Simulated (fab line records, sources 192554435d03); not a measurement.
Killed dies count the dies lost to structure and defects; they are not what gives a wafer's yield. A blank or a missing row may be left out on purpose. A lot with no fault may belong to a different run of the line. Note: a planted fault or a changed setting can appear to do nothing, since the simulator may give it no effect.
Split-lot study / flow n5_finfet / 21 wafers read across 7 lots, on a route 1938 steps long

SPLIT DETAILS
At N5_FIN_CUT_EXPOSE_05 (exposes mask FIN CUT), the setting dose_mj was moved away from the recipe's 45.75 on 6 of the 21 wafers read, by -4.5% to +4.4%. This setting was run at the recipe's value on the other wafers.

FROM THE SPLIT TO THE READING: what the file shows between them, 2 steps
- N5_FIN_CUT_PEB_06: peb time 60 s
- N5_FIN_CUT_DEVELOP_07: develop time 30 s

THE READING
Shown in nm: cd_nm at N5_FIN_CUT_CD_MEAS_08, with target cd 29.1 nm. Typical for fault-free wafers on this fab line: 29.08 nm, with standard deviation 0.21 nm.

wafer=L075.3; tool, chamber at the split=euv_scanner-01, 0; dose_mj as run=45.75; against the recipe=recipe; cd_nm, nm=29.11; against lot-mates on the recipe=-
wafer=L075.4; tool, chamber at the split=euv_scanner-01, 0; dose_mj as run=45.75; against the recipe=recipe; cd_nm, nm=29.04; against lot-mates on the recipe=-
wafer=L075.6; tool, chamber at the split=euv_scanner-01, 0; dose_mj as run=45.75; against the recipe=recipe; cd_nm, nm=28.65; against lot-mates on the recipe=-
wafer=L076.3; tool, chamber at the split=euv_scanner-01, 0; dose_mj as run=43.7; against the recipe=-4.5%; cd_nm, nm=28.19; against lot-mates on the recipe=-0.97
wafer=L076.5; tool, chamber at the split=euv_scanner-01, 0; dose_mj as run=45.75; against the recipe=recipe; cd_nm, nm=29.16; against lot-mates on the recipe=-
wafer=L076.6; tool, chamber at the split=euv_scanner-01, 0; dose_mj as run=43.7; against the recipe=-4.5%; cd_nm, nm=28.28; against lot-mates on the recipe=-0.88
wafer=L077.1; tool, chamber at the split=euv_scanner-01, 0; dose_mj as run=43.99; against the recipe=-3.8%; cd_nm, nm=28.46; against lot-mates on the recipe=-0.70
wafer=L077.2; tool, chamber at the split=euv_scanner-01, 0; dose_mj as run=43.99; against the recipe=-3.8%; cd_nm, nm=28.44; against lot-mates on the recipe=-0.72
wafer=L077.3; tool, chamber at the split=euv_scanner-01, 0; dose_mj as run=45.75; against the recipe=recipe; cd_nm, nm=29.16; against lot-mates on the recipe=-
wafer=L080.2; tool, chamber at the split=euv_scanner-01, 0; dose_mj as run=45.75; against the recipe=recipe; cd_nm, nm=29.18; against lot-mates on the recipe=-
wafer=L080.3; tool, chamber at the split=euv_scanner-01, 0; dose_mj as run=47.75; against the recipe=+4.4%; cd_nm, nm=29.89; against lot-mates on the recipe=+0.71
wafer=L080.5; tool, chamber at the split=euv_scanner-01, 0; dose_mj as run=47.75; against the recipe=+4.4%; cd_nm, nm=29.99; against lot-mates on the recipe=+0.81
wafer=L081.3; tool, chamber at the split=euv_scanner-02, 0; dose_mj as run=45.75; against the recipe=recipe; cd_nm, nm=28.84; against lot-mates on the recipe=-
wafer=L081.5; tool, chamber at the split=euv_scanner-02, 0; dose_mj as run=45.75; against the recipe=recipe; cd_nm, nm=28.99; against lot-mates on the recipe=-
wafer=L081.6; tool, chamber at the split=euv_scanner-02, 0; dose_mj as run=45.75; against the recipe=recipe; cd_nm, nm=28.77; against lot-mates on the recipe=-
wafer=L083.1; tool, chamber at the split=euv_scanner-02, 0; dose_mj as run=45.75; against the recipe=recipe; cd_nm, nm=29.24; against lot-mates on the recipe=-
wafer=L083.3; tool, chamber at the split=euv_scanner-02, 0; dose_mj as run=45.75; against the recipe=recipe; cd_nm, nm=28.89; against lot-mates on the recipe=-
wafer=L083.4; tool, chamber at the split=euv_scanner-02, 0; dose_mj as run=45.75; against the recipe=recipe; cd_nm, nm=29.57; against lot-mates on the recipe=-
wafer=L093.1; tool, chamber at the split=euv_scanner-01, 0; dose_mj as run=45.75; against the recipe=recipe; cd_nm, nm=29.07; against lot-mates on the recipe=-
wafer=L093.4; tool, chamber at the split=euv_scanner-01, 0; dose_mj as run=45.75; against the recipe=recipe; cd_nm, nm=28.82; against lot-mates on the recipe=-
wafer=L093.5; tool, chamber at the split=euv_scanner-01, 0; dose_mj as run=45.75; against the recipe=recipe; cd_nm, nm=28.81; against lot-mates on the recipe=-

THE FIT
A straight line over all 21 wafers: cd_nm changes by +0.182 nm for each +1% of dose_mj; r = +0.90; the points scatter about the line by 0.21 nm.
The same after taking each lot's own level away (the mean of its wafers on the recipe; 21 wafers): +0.188 nm for each +1%; r = +0.94; scatter 0.15 nm.
That fit puts the effect of the largest move of dose_mj on the reading at 0.84 nm.
The span of the lots' own levels, 28.867 to 29.233 nm, comes to 1.7 times the standard deviation stated above.
The two slopes agree, so the slope changes little with the lot-to-lot level.
Check: -0.825 nm against its lot-mates is what the line predicts for one of the wafers moved furthest among these (-4.5%) when that wafer is left out of the fit. Against them it came out at -0.97 nm.

THE WHOLE CHAIN: every reading that the file lists as answering this split, in the file's order
step=N5_FIN_CUT_CD_MEAS_08; what it does=target cd 29.1 nm; reading=cd_nm; change (the file's fit)=+0.189 nm for each +1% of the setting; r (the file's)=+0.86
step=N5_FIN_CUT_ETCH_30; what it does=etches underlayer in N2/H2, target depth 13 nm, time 10.4 s; reading=FIN_CUT.cd_offset_nm (the simulator's own value, which no gauge read); change (the file's fit)=+0.198 nm for each +1% of the setting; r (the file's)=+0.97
step=N5_FIN_CUT_ETCH_21; what it does=etches SOC in N2/H2, target depth 219 nm, overetch 43.8 nm, time 523.5 s; reading=FIN_CUT.cd_offset_nm (the simulator's own value, which no gauge read); change (the file's fit)=+0.181 nm for each +1% of the setting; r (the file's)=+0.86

FILE'S OWN FIT
cd_nm changes by +0.189 nm for each +1% of dose_mj, r = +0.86.
